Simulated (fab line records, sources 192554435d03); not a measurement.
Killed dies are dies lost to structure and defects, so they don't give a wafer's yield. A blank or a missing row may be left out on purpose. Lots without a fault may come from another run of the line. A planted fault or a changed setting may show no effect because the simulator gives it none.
Which tool did it? | flow n5_finfet | 24 lots, 72 wafers sampled, at 5 steps of a route of 1938

WHAT THE GAUGES READ, wafer by wafer
N5_MOL_CONTACT_COAG_INSPECT_10: inspects for defects (brightfield).
lot  | measured     | on                | raw_defect_count
L074 | day 4 16:34  | defect_inspect-02 | 50 54 74
L075 | day 5 02:06  | defect_inspect-01 | 87 64 53
L076 | day 5 03:38  | defect_inspect-02 | 127 66 79
L077 | day 5 12:52  | defect_inspect-01 | 108 97 101
L079 | day 5 21:19  | defect_inspect-01 | 65 61 63
L078 | day 5 23:56  | defect_inspect-01 | 75 115 72
L080 | day 6 07:11  | defect_inspect-01 | 96 68 101
L081 | day 6 14:28  | defect_inspect-02 | 46 32 46
L082 | day 6 23:58  | defect_inspect-01 | 82 56 57
L083 | day 7 01:15  | defect_inspect-01 | 125 115 100
L084 | day 7 07:32  | defect_inspect-02 | 82 64 43
L085 | day 7 22:04  | defect_inspect-02 | 92 91 62
L086 | day 7 22:07  | defect_inspect-01 | 57 45 43
L087 | day 8 00:12  | defect_inspect-02 | 83 85 40
L088 | day 8 09:08  | defect_inspect-02 | 92 114 84
L089 | day 8 13:33  | defect_inspect-02 | 74 77 122
L090 | day 8 22:59  | defect_inspect-01 | 50 84 41
L091 | day 9 04:10  | defect_inspect-02 | 146 80 74
L092 | day 9 05:22  | defect_inspect-02 | 48 94 47
L093 | day 9 14:53  | defect_inspect-01 | 55 36 68
L094 | day 9 17:16  | defect_inspect-02 | 60 121 44
L095 | day 10 01:47 | defect_inspect-01 | 132 55 83
L096 | day 10 06:01 | defect_inspect-01 | 81 77 92
L097 | day 10 12:12 | defect_inspect-01 | 86 51 92

N5_MOL_CONTACT_COAG_THK_MEAS_29.
lot  | measured     | on            | MD_CAP_THK (nm)
L074 | day 5 02:28  | film_metro-01 | 17.97 17.79 17.93
L075 | day 5 11:16  | film_metro-02 | 17.97 17.94 17.96
L076 | day 5 11:41  | film_metro-02 | 17.86 17.87 17.77
L077 | day 5 21:21  | film_metro-02 | 17.93 17.89 17.86
L079 | day 6 05:54  | film_metro-02 | 18.07 18.01 17.97
L078 | day 6 09:31  | film_metro-02 | 17.88 17.95 17.93
L080 | day 6 21:01  | film_metro-02 | 17.89 17.82 17.91
L081 | day 7 00:34  | film_metro-02 | 17.84 17.79 17.75
L082 | day 7 10:20  | film_metro-01 | 18.05 17.80 17.83
L083 | day 7 09:08  | film_metro-01 | 17.91 17.89 17.93
L084 | day 7 17:13  | film_metro-01 | 17.97 17.92 17.85
L085 | day 8 06:56  | film_metro-02 | 17.84 17.86 17.92
L086 | day 8 08:21  | film_metro-02 | 18.11 18.08 17.96
L087 | day 8 09:53  | film_metro-01 | 17.97 17.95 17.92
L088 | day 8 18:54  | film_metro-01 | 17.95 17.96 17.97
L089 | day 9 00:01  | film_metro-01 | 17.94 17.95 17.79
L090 | day 9 06:52  | film_metro-01 | 17.84 17.95 17.96
L091 | day 9 15:32  | film_metro-01 | 17.86 17.97 17.91
L092 | day 9 15:57  | film_metro-01 | 17.99 17.98 17.81
L093 | day 9 23:32  | film_metro-02 | 17.93 17.97 18.03
L094 | day 10 03:22 | film_metro-01 | 17.81 17.89 17.85
L095 | day 10 11:37 | film_metro-02 | 17.92 17.87 17.89
L096 | day 10 16:15 | film_metro-01 | 17.93 18.05 17.94
L097 | day 10 23:10 | film_metro-02 | 18.05 17.96 18.04

WHICH TOOL RAN EACH LOT (tool, then ch and the chambers of the sampled wafers, then the start)
lot  | N5_MOL_CONTACT_COAG_ETCH_15        | N5_MOL_CONTACT_COAG_SPUTTER_143 | N5_MOL_CONTACT_COAG_CO_FILL_22
L074 | rie_diel-06 ch 0,3, day 4 16:49    | pvd_sputter-03, day 4 19:11     | cvd_co-02 ch 0,1,2, day 4 19:19
L075 | rie_diel-03 ch 1,3, day 5 02:21    | pvd_sputter-02, day 5 05:32     | cvd_co-01 ch 0,1, day 5 05:40
L076 | rie_diel-06 ch 0,2,3, day 5 03:55  | pvd_sputter-01, day 5 05:54     | cvd_co-02 ch 0,2, day 5 06:16
L077 | rie_diel-06 ch 0,2, day 5 13:07    | pvd_sputter-02, day 5 14:45     | cvd_co-02 ch 1,2, day 5 14:52
L079 | rie_diel-03 ch 1,2,3, day 5 21:40  | pvd_sputter-01, day 5 23:50     | cvd_co-01 ch 0,2, day 5 23:58
L078 | rie_diel-03 ch 0,1,2, day 6 01:26  | pvd_sputter-03, day 6 03:31     | cvd_co-01 ch 0,2, day 6 03:38
L080 | rie_diel-06 ch 1,2,3, day 6 08:34  | pvd_sputter-01, day 6 11:29     | cvd_co-01 ch 0,2, day 6 11:39
L081 | rie_diel-06 ch 1,2, day 6 14:44    | pvd_sputter-01, day 6 19:22     | cvd_co-01 ch 0,2, day 6 19:29
L082 | rie_diel-06 ch 0,1,2, day 7 00:28  | pvd_sputter-03, day 7 04:53     | cvd_co-01 ch 1,2, day 7 05:13
L083 | rie_diel-03 ch 0,2,3, day 7 01:41  | pvd_sputter-03, day 7 04:27     | cvd_co-01 ch 0,2, day 7 04:38
L084 | rie_diel-06 ch 0,1,2, day 7 08:22  | pvd_sputter-01, day 7 11:33     | cvd_co-01 ch 0,1, day 7 11:41
L085 | rie_diel-06 ch 0,1,3, day 7 23:08  | pvd_sputter-03, day 8 01:00     | cvd_co-02 ch 0,1,2, day 8 01:07
L086 | rie_diel-03 ch 1,2,3, day 7 23:38  | pvd_sputter-03, day 8 01:16     | cvd_co-01 ch 0,1,2, day 8 01:40
L087 | rie_diel-03 ch 0,2,3, day 8 00:58  | pvd_sputter-03, day 8 03:55     | cvd_co-01 ch 0,1, day 8 04:02
L088 | rie_diel-06 ch 0,1, day 8 10:13    | pvd_sputter-01, day 8 12:29     | cvd_co-02 ch 0,2, day 8 12:37
L089 | rie_diel-03 ch 0,3, day 8 13:58    | pvd_sputter-02, day 8 16:05     | cvd_co-02 ch 1,2, day 8 16:12
L090 | rie_diel-06 ch 0,1, day 8 23:14    | pvd_sputter-03, day 9 01:13     | cvd_co-02 ch 0,1,2, day 9 01:20
L091 | rie_diel-03 ch 1,2, day 9 04:25    | pvd_sputter-03, day 9 07:28     | cvd_co-01 ch 0,1, day 9 07:35
L092 | rie_diel-06 ch 0,2,3, day 9 05:37  | pvd_sputter-02, day 9 08:17     | cvd_co-01 ch 0,1,2, day 9 08:25
L093 | rie_diel-03 ch 0,1, day 9 15:08    | pvd_sputter-01, day 9 16:41     | cvd_co-01 ch 0,1,2, day 9 16:48
L094 | rie_diel-05 ch 0,1,2, day 9 17:46  | pvd_sputter-01, day 9 20:49     | cvd_co-01 ch 1,2, day 9 20:56
L095 | rie_diel-05 ch 0,2,3, day 10 02:05 | pvd_sputter-02, day 10 04:55    | cvd_co-02 ch 0,1,2, day 10 05:02
L096 | rie_diel-06 ch 0,1,3, day 10 06:20 | pvd_sputter-01, day 10 09:34    | cvd_co-02 ch 1,2, day 10 09:44
L097 | rie_diel-06 ch 1,2, day 10 12:28   | pvd_sputter-03, day 10 14:38    | cvd_co-02 ch 0,1,2, day 10 14:46
- N5_MOL_CONTACT_COAG_ETCH_15: etches SiNx in CH3F/O2, stops on Si:P, target depth 7 nm.
- N5_MOL_CONTACT_COAG_SPUTTER_143: material Co, target thk 2.5 nm.
- N5_MOL_CONTACT_COAG_CO_FILL_22: material Co, precursor CCTBA/H2, target thk 20 nm.

WHAT THE TOOLS THEMSELVES READ (means of the sampled wafers that have a number; where no wafer has one, the mark that the record gives instead)
N5_MOL_CONTACT_COAG_ETCH_15.
lot  | tool        | O2_flow_sccm (sccm) | drypump_motor_current_A (A) | oes_product_au (a.u.) | rf_vpp_V (V) | showerhead_plenum_p_Torr (Torr) | throttle_valve_pct (%)
L074 | rie_diel-06 | 20.00               | 6.0                         | 0.59                  | 295          | 1.95                            | 16.21
L075 | rie_diel-03 | 19.97               | 6.0                         | 0.53                  | 298          | 2.08                            | 16.74
L076 | rie_diel-06 | 20.04               | 6.2                         | 0.55                  | 296          | 1.96                            | 16.35
L077 | rie_diel-06 | 19.95               | 6.0                         | 0.59                  | 293          | 1.95                            | 16.22
L079 | rie_diel-03 | 19.95               | 6.1                         | 0.55                  | 298          | 2.00                            | 16.65
L078 | rie_diel-03 | 19.96               | 5.8                         | 0.53                  | 296          | 1.96                            | 16.55
L080 | rie_diel-06 | 20.05               | 6.1                         | 0.57                  | 297          | 2.02                            | 16.35
L081 | rie_diel-06 | 19.97               | 5.7                         | 0.62                  | 296          | 2.07                            | 16.19
L082 | rie_diel-06 | 20.00               | 5.8                         | 0.59                  | 293          | 2.01                            | 16.23
L083 | rie_diel-03 | 19.98               | 5.9                         | 0.55                  | 297          | 1.98                            | 16.48
L084 | rie_diel-06 | 20.03               | 5.8                         | 0.59                  | 294          | 2.01                            | 16.24
L085 | rie_diel-06 | 20.01               | 5.9                         | 0.64                  | 298          | 2.00                            | 16.10
L086 | rie_diel-03 | 19.97               | 6.1                         | 0.61                  | 296          | 2.00                            | 16.55
L087 | rie_diel-03 | 20.01               | 6.0                         | 0.55                  | 296          | 1.97                            | 16.50
L088 | rie_diel-06 | 19.99               | 5.7                         | 0.61                  | 293          | 1.99                            | 16.16
L089 | rie_diel-03 | 20.04               | 5.9                         | 0.55                  | 298          | 2.06                            | 16.51
L090 | rie_diel-06 | 20.02               | 5.7                         | 0.61                  | 293          | 1.98                            | 16.16
L091 | rie_diel-03 | 19.99               | 6.0                         | 0.63                  | 297          | 1.97                            | 16.51
L092 | rie_diel-06 | 20.01               | 6.2                         | 0.65                  | 294          | 1.95                            | 16.11
L093 | rie_diel-03 | 20.04               | 5.7                         | 0.56                  | 295          | 1.99                            | 16.37
L094 | rie_diel-05 | 20.00               | 5.6                         | 0.57                  | 297          | 1.98                            | 16.34
L095 | rie_diel-05 | 19.97               | 5.5                         | 0.63                  | 297          | 2.06                            | 16.30
L096 | rie_diel-06 | 20.05               | 5.9                         | 0.62                  | 296          | 2.00                            | 16.15
L097 | rie_diel-06 | 20.01               | 5.7                         | 0.64                  | 295          | 2.06                            | 16.12

N5_MOL_CONTACT_COAG_SPUTTER_143.
lot  | tool           | throttle_valve_pct (%)
L074 | pvd_sputter-03 | 29.9
L075 | pvd_sputter-02 | 30.2
L076 | pvd_sputter-01 | 29.1
L077 | pvd_sputter-02 | 30.9
L079 | pvd_sputter-01 | 29.3
L078 | pvd_sputter-03 | 30.2
L080 | pvd_sputter-01 | 28.3
L081 | pvd_sputter-01 | 29.1
L082 | pvd_sputter-03 | 28.9
L083 | pvd_sputter-03 | 28.9
L084 | pvd_sputter-01 | 29.1
L085 | pvd_sputter-03 | 28.8
L086 | pvd_sputter-03 | 30.1
L087 | pvd_sputter-03 | 29.9
L088 | pvd_sputter-01 | 29.1
L089 | pvd_sputter-02 | 30.8
L090 | pvd_sputter-03 | 30.0
L091 | pvd_sputter-03 | 30.9
L092 | pvd_sputter-02 | 30.7
L093 | pvd_sputter-01 | 28.5
L094 | pvd_sputter-01 | 28.3
L095 | pvd_sputter-02 | 30.5
L096 | pvd_sputter-01 | 29.4
L097 | pvd_sputter-03 | 30.1

N5_MOL_CONTACT_COAG_CO_FILL_22.
lot  | tool      | heater_power_w (W)
L074 | cvd_co-02 | 254
L075 | cvd_co-01 | 270
L076 | cvd_co-02 | 229
L077 | cvd_co-02 | 280
L079 | cvd_co-01 | 234
L078 | cvd_co-01 | 231
L080 | cvd_co-01 | 245
L081 | cvd_co-01 | 239
L082 | cvd_co-01 | 258
L083 | cvd_co-01 | 239
L084 | cvd_co-01 | 256
L085 | cvd_co-02 | 248
L086 | cvd_co-01 | 252
L087 | cvd_co-01 | 240
L088 | cvd_co-02 | 220
L089 | cvd_co-02 | 258
L090 | cvd_co-02 | 250
L091 | cvd_co-01 | 245
L092 | cvd_co-01 | 249
L093 | cvd_co-01 | 250
L094 | cvd_co-01 | 265
L095 | cvd_co-02 | 255
L096 | cvd_co-02 | 262
L097 | cvd_co-02 | 252

THE ANSWER, worked out from the rows above alone
Rule: what is usual is taken from the lots themselves. Put in order of their means at a reading, lots are off if they are a third of the lots or fewer, leave a main group of 4 or more, and stand apart from it by a gap of 3 or more times the standard deviation of the main group's means; of several such gaps the widest counts. A main group whose means are all the same, to the digits that the tables above print for the reading, isn't used. A lot without any number at a reading at which 4 lots or more have one is off too. The other lots that the step has rows for count as sound. The gauges are gone through in route order, then the tools' own readings, and for those a lot's mean is taken as printed above. The first step at which some lot is off is used, and at that step the reading that is off furthest; a lot without a number counts as furthest.
No lot is off at any reading shown: from this, nothing can be told.

WHAT THE SIMULATOR HAD PUT IN
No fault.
